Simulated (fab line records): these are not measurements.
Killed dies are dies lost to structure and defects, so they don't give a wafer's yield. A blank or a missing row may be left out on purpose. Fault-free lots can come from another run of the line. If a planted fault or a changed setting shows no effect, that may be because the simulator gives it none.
8D (eight disciplines) problem report, filled in by code / flow n5-finfet / the parts of the form that need people (team, actions taken, sign-off) are left out

1. PROBLEM STATEMENT
cd-nm at N5_BEOL_M10_CD_MEAS_28 reads a mean of 73.8 nm on 2 wafers of 2 lots; wafers without a fault read 70.0 nm with a standard deviation of 0.89. That is +4.3 standard deviations from the usual mean.
The step: target cd 70 nm.
The first sign was on wafer L780.1 at day 13 05:43, on cd-sem-01. At this step, 33 wafers from 11 lots have a number in the record. Rule for "out", or "out of limits": more than 4 standard deviations from the usual mean. The other wafers with a number count as sound.

2. WHAT IT IS, WHAT IT ISN'T
question=which readings at this step | is=cd-nm | is not=-
question=which lots | is=L780, L781 | is not=L769, L770, L774, L777, L785, L787, L789, L791, L792
question=which wafers of those lots | is=L780.1, L781.4 | is not=L780.2, L780.6, L781.2, L781.3
question=read on which gauges | is=cd-sem-01 | is not=cd-sem-02, cd-sem-03
question=when | is=from day 13 05:43 | is not=up to then (14 sound wafers); but 17 sound wafers of L781, L785, L787, L789, L791, L792 came after

3. SUSPECTS, AND WHAT RULES EACH OUT
Counting: if a tool at a process step up to the reading ran every lot that is out, it stays a suspect. Sound lots after the first of them don't rule it out here, since some wafers of a struck lot are sound.
- the gauge at N5_BEOL_M10_CD_MEAS_28: kept. All the wafers that are out were read on cd-sem-01, and no step on other tools shows them out.
- litho-track-01 at N5_BEOL_M10_PEB_26 (peb time 60 s): kept. It ran every lot that is out, first L780 (day 13 05:38); its last sound lot up to then is L777 (day 12 17:16).
What counting leaves: litho-track-01 at N5_BEOL_M10_PEB_26 and cd-sem-01 at N5_BEOL_M10_CD_MEAS_28.

4. THE CAUSE (what the simulator had put in)
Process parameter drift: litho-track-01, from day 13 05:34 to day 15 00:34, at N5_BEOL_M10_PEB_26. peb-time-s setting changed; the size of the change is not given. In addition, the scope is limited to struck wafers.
Counting left 2 suspects, and this tool is among them.

5. SEQUENCE OF EFFECTS, ordered by route
Rows list readings where the struck wafers' mean (over those with a number) sits beyond 3 standard deviations from the usual. Scope: only readings with a usual standard deviation given in the record; hours: median across lots of the time from each lot's start at the first step in this table that gives one to its start at this step; sigmas: change in usual standard deviations.
hours=0; step=N5_BEOL_M10_CD_MEAS_28; reading=cd-nm; usual=70.0 nm; on struck wafers=73.8; change=+3.8; sigmas=+4.3

6. HOW IT WOULD HAVE BEEN CAUGHT EARLIER
0 hours passed between the start of the fault at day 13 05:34 and the first reading out of limits at a measuring or inspecting step in this record, taken at day 13 05:43.
Lots out: 2; of these, L781 started N5_BEOL_M10_PEB_26 on litho-track-01 after day 13 05:43. Putting the tool on hold at that point would have spared it.
